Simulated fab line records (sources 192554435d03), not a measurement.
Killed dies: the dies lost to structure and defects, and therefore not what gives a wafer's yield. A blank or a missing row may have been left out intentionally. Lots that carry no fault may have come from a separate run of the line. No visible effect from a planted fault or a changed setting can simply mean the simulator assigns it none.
fab line records ; flow n5_finfet
record: lots: 9; wafers: 25; last_day: 18
route steps=1938 shown BEOL_M3@953 BEOL_M4@1111 PASSIVATION@1936
lots untouched by any fault: they come from a run of this same line in which no faults occurred
start_h: start of the lot's first displayed wafer, in hours after the record's first day ; wait_h: hours from the lot's prior step to this one ; " identical to the entry in the row above ; L1.1+2: a single row standing in for several wafers ; - no value, or no start given ; * or withheld: withheld ; < > ~ a bound
route shown NAME@n: a module of which the file shows steps, and the number in the route of the first ; usual: mean/standard deviation taken from wafers without a fault ; same: alike in all rows ; chamber/n: place in a boat ; sites: per-site readings ; _std_site: standard deviation across them ; _edge_site: inner sites' mean taken away from outer sites' mean ; radius_mm: how far each site lies from the wafer's centre ; mask NAME#n: copy n ; behind: the last tool/chamber to shape the wafer ; hold: what put the lot on hold/how long, in hours/how the hold closed ; device: transistor that didn't switch, given as n, p or np ; end of line: tests of these same wafers at the route's end ; a step with no rows: only its recipe ; killed: dies lost to structure and defects at the first sort, not the wafer's yield ; map: shows each die of a wafer: x if killed, . if not, _ if none is there
set.NAME: the run value of the setting; set.NAME@STEP: its run value at that earlier step ; model.NAME: the simulator's own value behind a step, which no gauge read
route steps across a sampled set of lots; one table per step, one row per wafer
services: the hour from which a tool's chamber was out of use, counted from the record's first day as start_h (under 0 if before that day), plus the number of hours and why
== steps ==
step: N5_BEOL_M3_STRIP_66
recipe: chemistry: CF4; resist: SiARC; power_w: 300; bias_power_w: 75; pressure_mtorr: 50; cf4_flow_sccm: 150; rf_frequency_hz: 6e+07
usual: drypump_motor_current_A: 5.9/0.44; oes_product_au: 0.75/0.066; rf_vpp_V: 271.2/1.5; showerhead_plenum_p_Torr: 1.80/0.072; throttle_valve_pct: 13.7/0.31
lot.wafer;tool;chamber;start_h;wait_h;drypump_motor_current_A;oes_product_au;rf_hours_counter_h;rf_vpp_V;showerhead_plenum_p_Torr;throttle_valve_pct
L769.1;rie_diel-03;1;153.05;0.0;6.8;0.69;194;268.4;1.72;13.9
L769.4;rie_diel-03;3;153.05;0.0;5.8;0.78;100;271.1;1.72;13.2
L769.6;rie_diel-03;0;153.05;0.0;5.7;0.76;-;272.6;1.86;13.9
L768.2;rie_diel-03;2;157.69;0.0;6.2;0.70;190;272.9;1.88;14.0
L768.5;rie_diel-03;2;157.69;0.0;6.2;0.70;-;272.3;1.88;14.0
L768.6;rie_diel-03;0;157.69;0.0;5.7;0.76;-;272.7;1.86;13.8
L773.1;rie_diel-01;3;182.35;0.0;5.4;0.75;141;271.4;1.82;14.0
L773.2;rie_diel-01;0;182.35;0.0;5.5;0.70;222;270.1;1.79;13.9
L773.3;rie_diel-01;2;182.35;0.0;5.4;0.73;185;273.5;1.84;13.7
L775.2;rie_diel-03;3;192.38;0.0;5.8;0.77;115;271.0;1.72;13.2
L775.3;rie_diel-03;1;192.38;0.0;6.8;0.68;201;269.8;1.72;13.9
L775.6;rie_diel-03;3;192.38;0.0;5.8;0.77;-;269.7;1.72;13.2
L776.1;rie_diel-03;0;201.11;0.0;5.7;0.74;162;272.0;1.86;13.9
L776.3;rie_diel-03;1;201.11;0.0;6.8;0.69;204;269.4;1.72;14.0
L776.6;rie_diel-03;0;201.11;0.0;5.8;0.75;-;272.7;1.86;13.9
L781.3;rie_diel-06;2;224.79;0.0;5.6;0.96;0;270.6;1.75;13.5
L783.2;rie_diel-03;1;240.95;0.0;6.8;0.68;217;269.8;1.71;14.0
L783.3;rie_diel-03;2;240.95;0.0;6.2;0.68;221;271.2;1.87;14.0
L783.5;rie_diel-03;3;240.95;0.0;5.8;0.76;-;269.9;1.71;13.2
L788.3;rie_diel-03;1;279.14;0.0;6.8;0.68;227;268.3;1.71;14.0
L788.5;rie_diel-03;3;279.14;0.0;5.8;0.75;-;269.6;1.71;13.3
L788.6;rie_diel-03;2;279.14;0.0;6.2;0.67;-;272.5;1.87;14.0
L789.2;rie_diel-01;1;286.30;0.0;5.5;0.88;31;270.7;1.83;13.5
L789.3;rie_diel-01;3;286.30;0.0;5.4;0.74;169;271.1;1.82;14.1
L789.5;rie_diel-01;1;286.30;0.0;5.5;0.88;-;272.5;1.82;13.5
step: N5_BEOL_M3_CD_MEAS_18
recipe: pitch_nm: 36; target_cd_nm: 18
usual: cd_nm: 17.9/0.41
lot.wafer;tool;chamber;start_h;wait_h;cd_nm
L769.1;cd_sem-01;-;153.27;0.0;17.2
L769.4;cd_sem-01;-;153.27;0.0;17.0
L769.6;cd_sem-01;-;153.27;0.0;17.8
L768.2;cd_sem-02;-;158.17;0.1;18.0
L768.5;cd_sem-02;-;158.17;0.1;18.2
L768.6;cd_sem-02;-;158.17;0.1;17.4
L773.1;cd_sem-01;-;182.77;0.0;18.7
L773.2;cd_sem-01;-;182.77;0.0;18.4
L773.3;cd_sem-01;-;182.77;0.0;17.4
L775.2;cd_sem-01;-;192.60;0.1;17.4
L775.3;cd_sem-01;-;192.60;0.1;18.3
L775.6;cd_sem-01;-;192.60;0.1;17.9
L776.1;cd_sem-03;-;201.34;0.0;18.2
L776.3;cd_sem-03;-;201.34;0.0;18.1
L776.6;cd_sem-03;-;201.34;0.0;17.6
L781.3;cd_sem-03;-;225.01;0.1;18.0
L783.2;cd_sem-01;-;241.18;0.1;18.1
L783.3;cd_sem-01;-;241.18;0.1;17.5
L783.5;cd_sem-01;-;241.18;0.1;17.5
L788.3;cd_sem-03;-;279.36;0.1;18.4
L788.5;cd_sem-03;-;279.36;0.1;17.6
L788.6;cd_sem-03;-;279.36;0.1;17.6
L789.2;cd_sem-01;-;286.52;0.1;17.9
L789.3;cd_sem-01;-;286.52;0.1;18.6
L789.5;cd_sem-01;-;286.52;0.1;17.5
step: N5_BEOL_M3_ETCH_77
recipe: chemistry: N2/H2; target: underlayer; target_depth_a: 65; mask_material: CAR-EUV; time_s: 5.2; ion_energy_ev: 200; pressure_mtorr: 30; source_w: 840; bias_w: 150; n2_flow_sccm: 200; h2_flow_sccm: 200; ends: cleared
usual: drypump_motor_current_A: 6.0/0.44; etch_rf_on_time_s: 5.18/0.18; oes_product_au: 0.65/0.063; rf_vpp_V: 524/3.3; showerhead_plenum_p_Torr: 2.53/0.12; throttle_valve_pct: 17.93/0.25
lot.wafer;tool;chamber;start_h;wait_h;drypump_motor_current_A;etch_rf_on_time_s;oes_product_au;rf_hours_counter_h;rf_vpp_V;showerhead_plenum_p_Torr;throttle_valve_pct
L769.1;rie_diel-03;2;153.93;0.0;6.2;5.43;0.59;189;525;2.63;17.95
L769.4;rie_diel-03;3;153.93;0.0;5.8;5.01;0.69;-;522;2.48;17.61
L769.6;rie_diel-03;0;153.93;0.0;5.8;5.30;0.65;-;527;2.65;18.18
L768.2;rie_diel-01;3;159.52;0.0;5.4;5.21;0.65;132;527;2.59;18.51
L768.5;rie_diel-01;2;159.52;0.0;5.4;5.32;0.61;-;527;2.65;18.01
L768.6;rie_diel-01;3;159.52;0.0;5.5;5.18;0.66;-;525;2.59;18.52
L773.1;rie_diel-01;2;183.55;0.0;5.4;5.32;0.63;186;527;2.64;18.02
L773.2;rie_diel-01;0;183.55;0.0;5.5;5.34;0.60;223;523;2.52;18.15
L773.3;rie_diel-01;3;183.55;0.0;5.4;5.15;0.65;141;523;2.58;18.52
L775.2;rie_diel-03;2;193.23;0.0;6.2;5.46;0.57;204;525;2.62;17.95
L775.3;rie_diel-03;3;193.23;0.0;5.8;5.04;0.67;115;523;2.47;17.64
L775.6;rie_diel-03;0;193.23;0.0;5.7;5.29;0.63;-;525;2.64;18.22
L776.1;rie_diel-03;0;202.55;0.0;5.7;5.30;0.64;163;528;2.64;18.21
L776.3;rie_diel-03;1;202.55;0.0;6.8;5.20;0.59;205;521;2.41;18.09
L776.6;rie_diel-03;2;202.55;0.0;6.2;5.52;0.58;-;527;2.62;17.95
L781.3;rie_diel-03;0;225.79;0.0;5.7;5.28;0.62;170;524;2.64;18.22
L783.2;rie_diel-06;3;241.74;0.0;5.9;4.94;0.65;144;519;2.34;17.68
L783.3;rie_diel-06;1;241.74;0.0;6.5;5.30;0.72;52;529;2.70;17.89
L783.5;rie_diel-06;1;241.74;0.0;6.5;5.33;0.71;-;528;2.70;17.87
L788.3;rie_diel-06;1;279.83;0.0;6.5;5.32;0.71;62;528;2.70;17.85
L788.5;rie_diel-06;3;279.83;0.0;5.9;5.03;0.64;-;521;2.34;17.71
L788.6;rie_diel-06;0;279.83;0.0;6.6;5.00;0.63;-;520;2.42;17.66
L789.2;rie_diel-06;2;287.12;0.0;5.7;4.87;0.81;17;522;2.47;17.91
L789.3;rie_diel-06;3;287.12;0.0;5.9;4.96;0.65;158;519;2.34;17.73
L789.5;rie_diel-06;1;287.12;0.0;6.5;5.33;0.71;-;527;2.70;17.88
step: N5_BEOL_M3_ETCHBACK_99
recipe: chemistry: CHF3; target: SiO2; target_depth_a: 50; time_s: 10.4; source_w: 215; bias_w: 47; Ar_flow_sccm: 200; CHF3_flow_sccm: 12; ion_energy_ev: 100; pressure_mtorr: 30
usual: drypump_motor_current_A: 5.9/0.46; oes_product_au: 0.76/0.079; rf_vpp_V: 240/7.9; showerhead_plenum_p_Torr: 2.15/0.089; throttle_valve_pct: 17.18/0.25
lot.wafer;tool;chamber;start_h;wait_h;drypump_motor_current_A;oes_product_au;rf_hours_counter_h;rf_vpp_V;showerhead_plenum_p_Torr;throttle_valve_pct
L769.1;rie_diel-03;2;154.75;0.4;6.2;0.69;189;259;2.22;17.23
L769.4;rie_diel-03;0;154.75;0.4;5.7;0.76;-;246;2.24;17.38
L769.6;rie_diel-03;3;154.75;0.4;5.9;0.80;-;239;2.11;16.86
L768.2;rie_diel-01;0;159.89;0.1;5.5;0.70;214;235;2.14;17.39
L768.5;rie_diel-01;1;159.89;0.1;5.5;0.70;-;239;2.22;17.56
L768.6;rie_diel-01;2;159.89;0.1;5.4;0.73;-;244;2.24;17.20
L773.1;rie_diel-01;0;186.26;1.8;5.5;0.69;224;233;2.14;17.39
L773.2;rie_diel-01;2;186.26;1.8;5.4;0.73;187;245;2.23;17.20
L773.3;rie_diel-01;3;186.26;1.8;5.4;0.77;143;237;2.16;17.40
L775.2;rie_diel-06;0;193.46;0.1;6.5;0.75;187;230;2.06;16.84
L775.3;rie_diel-06;3;193.46;0.1;5.9;0.77;129;229;2.00;16.84
L775.6;rie_diel-06;1;193.46;0.1;6.5;0.87;-;244;2.29;17.02
L776.1;rie_diel-03;0;203.34;0.2;5.8;0.75;163;246;2.23;17.40
L776.3;rie_diel-03;1;203.34;0.2;6.8;0.69;205;239;2.05;17.45
L776.6;rie_diel-03;2;203.34;0.2;6.2;0.68;-;260;2.22;17.29
L781.3;rie_diel-01;1;230.44;4.5;5.5;1.25;13;239;2.21;17.14
L783.2;rie_diel-06;0;262.59;20.7;6.5;0.74;209;232;2.05;16.86
L783.3;rie_diel-06;1;262.59;20.7;6.5;0.84;58;241;2.28;17.08
L783.5;rie_diel-06;3;262.59;20.7;5.9;0.76;-;228;1.99;16.88
L788.3;rie_diel-03;0;282.18;1.9;5.7;0.72;186;247;2.23;17.45
L788.5;rie_diel-03;1;282.18;1.9;6.8;0.67;-;236;2.04;17.48
L788.6;rie_diel-03;0;282.18;1.9;5.7;0.73;-;246;2.23;17.47
L789.2;rie_diel-03;1;289.61;1.6;6.8;0.66;230;236;2.04;17.50
L789.3;rie_diel-03;2;289.61;1.6;6.2;0.67;234;259;2.21;17.34
L789.5;rie_diel-03;2;289.61;1.6;6.2;0.66;-;259;2.21;17.32
step: N5_BEOL_M4_RC_MEAS_101
usual: DIBL_N: 36.4/2; DIBL_P: 36.1/2.5; IOFF_N: 0.16/0.037; IOFF_P: 0.20/0.038; ION_N: 670/13; ION_P: 459/8.3; SS_N: 71.6/0.69; SS_P: 73.3/0.72; VT_N: 250/3.4; VT_P: -251/3.1
lot.wafer;tool;chamber;start_h;wait_h;DIBL_N[mV/V];DIBL_P[mV/V];IOFF_N[nA/um];IOFF_P[nA/um];ION_N[uA/um];ION_P[uA/um];SS_N[mV/dec];SS_P[mV/dec];VT_N[mV];VT_P[mV]
L769.1;prober-01;0;174.66;0.0;35.9;36.2;0.15;0.18;662;449;71.2;73.6;251;-252
L769.4;prober-01;0;174.66;0.0;36.8;37.7;0.17;0.21;678;462;71.3;73.8;250;-249
L769.6;prober-01;0;174.66;0.0;33.4;33.5;0.12;0.15;659;454;70.8;73.1;251;-253
L768.2;prober-02;0;177.38;0.2;39.1;41.0;0.19;0.25;673;457;72.4;73.9;251;-250
L768.5;prober-02;0;177.38;0.2;42.8;44.9;0.27;0.32;691;466;72.8;75.0;246;-248
L768.6;prober-02;0;177.38;0.2;39.8;39.7;0.20;0.21;665;449;72.5;73.8;248;-252
L773.1;prober-01;0;203.42;0.3;36.3;35.4;0.17;0.21;660;449;72.2;73.8;251;-250
L773.2;prober-01;0;203.42;0.3;33.8;32.8;0.13;0.16;655;454;71.0;72.8;255;-252
L773.3;prober-01;0;203.42;0.3;38.1;38.9;0.24;0.27;694;462;71.6;74.5;244;-245
L775.2;prober-01;0;207.50;0.2;36.6;35.8;0.15;0.22;653;456;71.7;72.9;252;-248
L775.3;prober-01;0;207.50;0.2;36.1;34.4;0.14;0.21;664;462;70.7;72.8;250;-249
L775.6;prober-01;0;207.50;0.2;34.6;32.6;0.13;0.18;661;461;70.5;73.0;252;-251
L776.1;prober-02;0;219.64;0.2;36.4;36.5;0.15;0.20;657;457;71.6;73.8;252;-250
L776.3;prober-02;0;219.64;0.2;39.9;38.3;0.24;0.22;651;447;74.4;73.4;249;-252
L776.6;prober-02;0;219.64;0.2;38.9;39.8;0.22;0.28;679;466;71.7;73.7;246;-245
L781.3;prober-01;0;244.20;0.3;36.8;34.2;0.14;0.22;670;467;71.6;73.4;252;-248
L783.2;prober-01;0;279.39;0.2;38.5;37.5;0.20;0.24;675;458;72.3;73.6;247;-248
L783.3;prober-01;0;279.39;0.2;34.5;32.4;0.12;0.15;657;453;70.6;73.1;256;-257
L783.5;prober-01;0;279.39;0.2;37.0;36.0;0.15;0.21;662;451;71.0;73.9;250;-251
L788.3;prober-02;0;300.32;0.3;35.4;36.3;0.14;0.18;678;464;70.8;73.9;252;-254
L788.5;prober-02;0;300.32;0.3;37.1;36.9;0.15;0.18;657;441;71.9;73.3;253;-256
L788.6;prober-02;0;300.32;0.3;35.8;36.5;0.14;0.18;663;458;71.3;73.5;250;-256
L789.2;prober-01;0;304.50;0.2;36.7;36.9;0.18;0.19;676;455;71.4;74.0;246;-254
L789.3;prober-01;0;304.50;0.2;37.6;36.4;0.17;0.18;668;445;71.6;73.9;247;-255
L789.5;prober-01;0;304.50;0.2;35.3;34.9;0.13;0.17;651;452;70.8;72.3;251;-256
step: N5_PASSIVATION_PROBE_49
usual: defect_limited_yield: 91.2/1.6; killed_at_M0_to_M3: 34/11; killed_at_M4_up: 13/5.2; killed_at_contacts: 13/6.3; killed_at_front_end: 40/14; killed_at_other: 3.2/2.4; killed_dies: 104/19; killed_on_rim: 14/4.2; killed_open: 69/14; killed_short: 32/7.5; sort_bin_4_leakage: 0.00/0.04; sort_bin_5_function: 5.3/1.1; sort_bin_6_memory: 3.2/0.73; sort_bin_8_speed: 0.01/0.038; sort_n_pass: 1076/19; sort_yield_pct: 91.2/1.6
same: gross_dies: 1180; killed_at_back_side: 0
lot.wafer;tool;chamber;start_h;wait_h;defect_limited_yield[%];killed_at_M0_to_M3;killed_at_M4_up;killed_at_contacts;killed_at_front_end;killed_at_other;killed_dies;killed_on_rim;killed_open;killed_short;sort_bin_4_leakage[%];sort_bin_5_function[%];sort_bin_6_memory[%];sort_bin_8_speed[%];sort_n_pass;sort_yield_pct[%]
L769.1;prober-02;-;264.15;0.0;91.9;26;19;12;38;0;95;17;64;28;0;5.3;2.7;0.08;1084;91.9
L769.4;prober-02;-;264.30;0.2;90.9;20;12;22;50;3;107;14;81;26;0;6.3;2.7;0;1073;90.9
L769.6;prober-02;-;264.40;0.3;93.6;16;18;13;26;3;76;10;53;20;0;3.6;2.6;0;1104;93.6
L768.2;prober-02;-;277.20;0.1;90.6;10;7;19;72;3;111;15;77;31;0;5.4;3.6;0;1069;90.6
L768.5;prober-02;-;277.35;0.2;92.0;23;10;11;48;2;94;11;64;26;0.34;3.6;3.6;0;1082;91.7
L768.6;prober-02;-;277.40;0.3;90.5;24;16;12;59;1;112;11;74;37;0;6.2;3.1;0;1068;90.5
L773.1;prober-01;-;314.94;0.0;90.4;41;11;12;37;12;113;15;70;32;0;5.8;3.1;0.08;1066;90.3
L773.2;prober-01;-;314.99;0.1;93.4;27;13;13;22;3;78;11;50;25;0;3.8;2.5;0;1102;93.4
L773.3;prober-01;-;315.04;0.1;91.3;40;13;17;28;5;103;12;65;36;0;5.3;3.1;0;1077;91.3
L775.2;prober-02;-;315.64;0.1;91.1;25;9;16;54;1;105;14;74;30;0;5.1;3.2;0;1075;91.1
L775.3;prober-02;-;315.69;0.1;92.0;37;14;6;32;5;94;16;66;28;0;4.8;2.8;0;1086;92.0
L775.6;prober-02;-;315.84;0.3;92.3;41;5;7;31;7;91;14;66;23;0;4.3;3.1;0;1089;92.3
L776.1;prober-02;-;319.85;0.0;90.4;53;11;13;34;2;113;20;70;41;0;6.0;3.3;0;1067;90.4
L776.3;prober-02;-;319.95;0.1;92.4;26;12;23;28;1;90;6;60;27;0;4.6;2.9;0.08;1089;92.3
L776.6;prober-02;-;320.10;0.3;90.3;43;9;20;39;3;114;9;82;30;0;5.5;3.8;0;1066;90.3
L781.3;prober-02;-;347.50;0.1;89.2;62;12;3;44;6;127;13;80;42;0;6.1;4.0;0;1053;89.2
L783.2;prober-01;-;385.02;0.1;89.9;38;16;15;49;1;119;14;80;38;0;5.3;4.7;0;1061;89.9
L783.3;prober-01;-;385.07;0.1;88.1;68;9;15;45;3;140;18;89;51;0;6.4;5.2;0;1040;88.1
L783.5;prober-01;-;385.17;0.2;89.0;51;20;9;48;2;130;22;79;47;0;7.5;3.3;0;1050;89.0
L788.3;prober-02;-;406.53;0.1;90.3;29;18;4;58;6;115;19;73;36;0;5.0;4.2;0;1065;90.3
L788.5;prober-02;-;406.63;0.2;93.9;30;12;3;27;0;72;17;43;29;0;3.9;2.0;0;1108;93.9
L788.6;prober-02;-;406.68;0.3;92.1;30;5;13;41;4;93;11;59;34;0;4.6;3.0;0;1087;92.1
L789.2;prober-02;-;421.61;0.1;91.9;25;18;16;34;3;96;16;69;24;0;4.1;3.4;0;1084;91.9
L789.3;prober-02;-;421.66;0.1;90.9;26;22;8;51;0;107;17;73;31;0;5.7;3.3;0;1073;90.9
L789.5;prober-02;-;421.76;0.2;90.5;32;19;2;59;0;112;15;69;40;0;5.6;3.4;0;1068;90.5
killed by level:class
L769.1 MOL_CONTACT_COAG:geometric_particle:open=11 FIN_SAQP:geometric_particle:short=9 FIN_SAQP:geometric_particle:open=7 DUMMY_GATE:geometric_particle:open=5 BEOL_M0_SAQP:geometric_particle:open=5 BEOL_M2:geometric_particle:open=5 BEOL_M4:geometric_particle:open=5 BEOL_M0:geometric_particle:open=4
L769.4 MOL_CONTACT_COAG:geometric_particle:open=18 FIN_SAQP:geometric_particle:open=12 BEOL_M2:geometric_particle:open=10 FIN_SAQP:geometric_particle:short=8 STI_FIN_REVEAL:geometric_particle:open=6 DUMMY_GATE:geometric_particle:open=5 STARTING-WAFER:geometric_particle:open=5 MOL_CONTACT_COAG:geometric_particle:short=4
L769.6 MOL_CONTACT_COAG:geometric_particle:open=11 BEOL_M4:geometric_particle:open=8 FIN_SAQP:geometric_particle:open=7 BEOL_M2:geometric_particle:open=7 STI_FIN_REVEAL:geometric_particle:open=6 BEOL_M5:geometric_particle:open=4 DUMMY_GATE:geometric_particle:short=3 BEOL_M0_SAQP:geometric_particle:short=3
L768.2 STI_FIN_REVEAL:geometric_particle:open=24 FIN_SAQP:geometric_particle:open=16 MOL_CONTACT_COAG:geometric_particle:open=16 GATE_CUT:geometric_particle:short=9 STI_FIN_REVEAL:geometric_particle:short=5 BEOL_M4:geometric_particle:open=5 FIN_SAQP:geometric_particle:short=3 MOL_CONTACT_COAG:geometric_particle:short=3
L768.5 STI_FIN_REVEAL:geometric_particle:open=17 MOL_CONTACT_COAG:geometric_particle:open=9 DUMMY_GATE:geometric_particle:open=7 GATE_CUT:geometric_particle:short=7 BEOL_M2:geometric_particle:open=6 BEOL_M0_SAQP:geometric_particle:open=6 FIN_SAQP:geometric_particle:open=4 FIN_SAQP:geometric_particle:short=3
L768.6 STI_FIN_REVEAL:geometric_particle:open=17 MOL_CONTACT_COAG:geometric_particle:open=11 FIN_SAQP:geometric_particle:short=10 BEOL_M4:geometric_particle:open=10 GATE_CUT:geometric_particle:short=8 BEOL_M0_SAQP:geometric_particle:open=8 FIN_SAQP:geometric_particle:open=6 BEOL_M0_SAQP:geometric_particle:short=6
L773.1 STI_FIN_REVEAL:geometric_particle:open=10 MOL_CONTACT_COAG:geometric_particle:open=10 BEOL_M0_SAQP:geometric_particle:open=9 BEOL_M3:geometric_particle:open=9 BEOL_M2:geometric_particle:open=8 FIN_SAQP:geometric_particle:open=6 BEOL_M0_SAQP:geometric_particle:short=5 HKMG_FIN:area_etch=5
L773.2 MOL_CONTACT_COAG:geometric_particle:open=10 BEOL_M2:geometric_particle:open=9 FIN_SAQP:geometric_particle:open=7 BEOL_M4:geometric_particle:short=6 BEOL_M0_SAQP:geometric_particle:open=4 DUMMY_GATE:geometric_particle:open=3 GATE_CUT:geometric_particle:open=3 MOL_CONTACT_COAG:geometric_particle:short=3
L773.3 MOL_CONTACT_COAG:geometric_particle:open=14 BEOL_M0_SAQP:geometric_particle:short=13 STI_FIN_REVEAL:geometric_particle:open=8 BEOL_M2:geometric_particle:open=7 BEOL_M0_SAQP:geometric_particle:open=6 BEOL_M3:geometric_particle:open=5 BEOL_M5:geometric_particle:open=5 GATE_CUT:geometric_particle:short=4
L775.2 MOL_CONTACT_COAG:geometric_particle:open=14 FIN_SAQP:geometric_particle:open=13 FIN_SAQP:geometric_particle:short=10 STI_FIN_REVEAL:geometric_particle:open=6 BEOL_M0:geometric_particle:open=6 ILD0:geometric_particle:short=5 GATE_CUT:geometric_particle:short=5 BEOL_M3:geometric_particle:open=5
L775.3 BEOL_M2:geometric_particle:open=12 BEOL_M4:geometric_particle:open=10 DUMMY_GATE:geometric_particle:open=5 GATE_CUT:geometric_particle:short=5 GATE_CUT:geometric_particle:open=5 MOL_CONTACT_COAG:geometric_particle:open=5 BEOL_M0_SAQP:geometric_particle:short=5 BEOL_M0:geometric_particle:open=5
L775.6 BEOL_M1:geometric_particle:open=14 FIN_SAQP:geometric_particle:open=10 BEOL_M0_SAQP:geometric_particle:open=7 BEOL_M2:geometric_particle:open=6 FIN_SAQP:geometric_particle:short=5 DUMMY_GATE:geometric_particle:open=4 MOL_CONTACT_COAG:geometric_particle:open=4 BEOL_M0:geometric_particle:open=4
L776.1 BEOL_M1:geometric_particle:open=11 BEOL_M2:geometric_particle:open=10 MOL_CONTACT_COAG:geometric_particle:open=9 FIN_SAQP:geometric_particle:open=7 BEOL_M2:geometric_particle:short=6 DUMMY_GATE:geometric_particle:open=5 BEOL_M0_SAQP:geometric_particle:open=5 BEOL_M3:geometric_particle:open=5
L776.3 MOL_CONTACT_COAG:geometric_particle:open=15 BEOL_M2:geometric_particle:open=9 MOL_CONTACT_COAG:geometric_particle:short=8 BEOL_M4:geometric_particle:open=6 FIN_SAQP:geometric_particle:open=5 GATE_CUT:geometric_particle:open=4 GATE_CUT:geometric_particle:short=4 BEOL_M0_SAQP:geometric_particle:short=4
L776.6 BEOL_M2:geometric_particle:open=16 MOL_CONTACT_COAG:geometric_particle:open=13 STI_FIN_REVEAL:geometric_particle:open=9 BEOL_M0:geometric_particle:open=9 GATE_CUT:geometric_particle:short=7 MOL_CONTACT_COAG:geometric_particle:short=7 BEOL_M1:geometric_particle:open=6 BEOL_M3:geometric_particle:open=6
L781.3 BEOL_M0_SAQP:geometric_particle:short=21 BEOL_M0_SAQP:geometric_particle:open=19 FIN_SAQP:geometric_particle:open=10 STI_FIN_REVEAL:geometric_particle:open=10 BEOL_M4:geometric_particle:open=9 BEOL_M2:geometric_particle:open=8 FIN_SAQP:geometric_particle:short=5 BEOL_M1:geometric_particle:open=4
L783.2 BEOL_M0_SAQP:geometric_particle:open=15 FIN_SAQP:geometric_particle:open=14 MOL_CONTACT_COAG:geometric_particle:open=10 GATE_CUT:geometric_particle:short=9 BEOL_M0_SAQP:geometric_particle:short=9 BEOL_M4:geometric_particle:open=9 DUMMY_GATE:geometric_particle:open=8 FIN_SAQP:geometric_particle:short=5
L783.3 BEOL_M0_SAQP:geometric_particle:short=16 BEOL_M2:geometric_particle:open=14 FIN_SAQP:geometric_particle:open=13 BEOL_M0_SAQP:geometric_particle:open=12 BEOL_M1:geometric_particle:open=11 BEOL_M3:geometric_particle:open=11 FIN_SAQP:geometric_particle:short=9 MOL_CONTACT_COAG:geometric_particle:short=8
L783.5 FIN_SAQP:geometric_particle:open=14 BEOL_M3:geometric_particle:open=12 BEOL_M0_SAQP:geometric_particle:open=11 FIN_SAQP:geometric_particle:short=10 BEOL_M4:geometric_particle:open=9 BEOL_M0_SAQP:geometric_particle:short=8 MOL_CONTACT_COAG:geometric_particle:short=6 DUMMY_GATE:geometric_particle:open=5
L788.3 FIN_SAQP:geometric_particle:open=15 DUMMY_GATE:geometric_particle:open=12 BEOL_M3:geometric_particle:open=11 FIN_SAQP:geometric_particle:short=9 GATE_CUT:geometric_particle:short=6 MOL_CONTACT_COAG:geometric_particle:open=4 BEOL_M0_SAQP:geometric_particle:short=4 BEOL_M0_SAQP:geometric_particle:open=4
L788.5 BEOL_M3:geometric_particle:open=10 FIN_SAQP:geometric_particle:short=9 BEOL_M3:geometric_particle:short=6 FIN_SAQP:geometric_particle:open=5 BEOL_M0_SAQP:geometric_particle:short=5 STARTING-WAFER:geometric_particle:open=5 BEOL_M1:geometric_particle:open=4 MOL_CONTACT_COAG:geometric_particle:open=3
L788.6 MOL_CONTACT_COAG:geometric_particle:open=13 FIN_SAQP:geometric_particle:open=11 FIN_SAQP:geometric_particle:short=10 BEOL_M3:geometric_particle:open=7 GATE_CUT:geometric_particle:short=5 DUMMY_GATE:geometric_particle:open=4 BEOL_M1:geometric_particle:open=4 BEOL_M2:geometric_particle:open=4
L789.2 MOL_CONTACT_COAG:geometric_particle:open=14 STI_FIN_REVEAL:geometric_particle:open=12 BEOL_M4:geometric_particle:open=7 BEOL_M0_SAQP:geometric_particle:short=6 FIN_SAQP:geometric_particle:open=5 BEOL_M0_SAQP:geometric_particle:open=5 GATE_CUT:geometric_particle:open=4 BEOL_M0:geometric_particle:open=4
L789.3 FIN_SAQP:geometric_particle:open=23 BEOL_M4:geometric_particle:open=9 STI_FIN_REVEAL:geometric_particle:open=6 MOL_CONTACT_COAG:geometric_particle:open=6 BEOL_M0_SAQP:geometric_particle:short=5 BEOL_M0_SAQP:geometric_particle:open=5 BEOL_M1:geometric_particle:open=4 BEOL_M4:geometric_particle:short=4
L789.5 FIN_SAQP:geometric_particle:open=15 STI_FIN_REVEAL:geometric_particle:open=14 FIN_SAQP:geometric_particle:short=11 BEOL_M0_SAQP:geometric_particle:open=9 BEOL_M4:geometric_particle:open=9 BEOL_M0_SAQP:geometric_particle:short=4 GATE_CUT:geometric_particle:open=4 GATE_CUT:geometric_particle:short=4
== services ==
tool;chamber;start_h;hours;kind
rie_diel-03;2;140.26;5.8;repair
rie_diel-06;1;154.34;5.2;repair
rie_diel-01;1;176.55;-;clean
rie_diel-01;1;176.55;-;consumable_replace:focus_ring
rie_diel-01;1;176.55;15.4;scheduled_down
rie_diel-01;1;176.55;15.4;vent_cycle
rie_diel-06;2;198.77;-;clean
rie_diel-06;2;198.77;-;consumable_replace:focus_ring
rie_diel-06;2;198.77;24.8;scheduled_down
rie_diel-06;2;198.77;24.8;vent_cycle
rie_diel-06;-;199.41;3.9;repair
rie_diel-01;3;207.40;19.4;repair
rie_diel-01;0;267.70;-;clean
rie_diel-01;0;267.70;-;consumable_replace:focus_ring
rie_diel-01;0;267.70;39.1;scheduled_down
rie_diel-01;0;267.70;39.1;vent_cycle
== key ==
first_sign: step: N5_BEOL_M3_ETCHBACK_99; reading: oes_product_au; direction: up; sigmas: 6.2; usual: 0.76; struck: 1.25
effect none on later readings
met_at N5_BEOL_M3_ETCHBACK_99
struck_lots L781
not_acting_at N5_BEOL_M3_STRIP_66,N5_BEOL_M3_CD_MEAS_18,N5_BEOL_M3_ETCH_77
onset_between 186.26 230.44
fault: kind: process_parameter_drift; tool: rie_diel-01; chamber: -; onset_h: 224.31; steps: N5_BEOL_M3_ETCHBACK_99; channel: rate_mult; offset: 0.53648; shape: step; end_h: 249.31
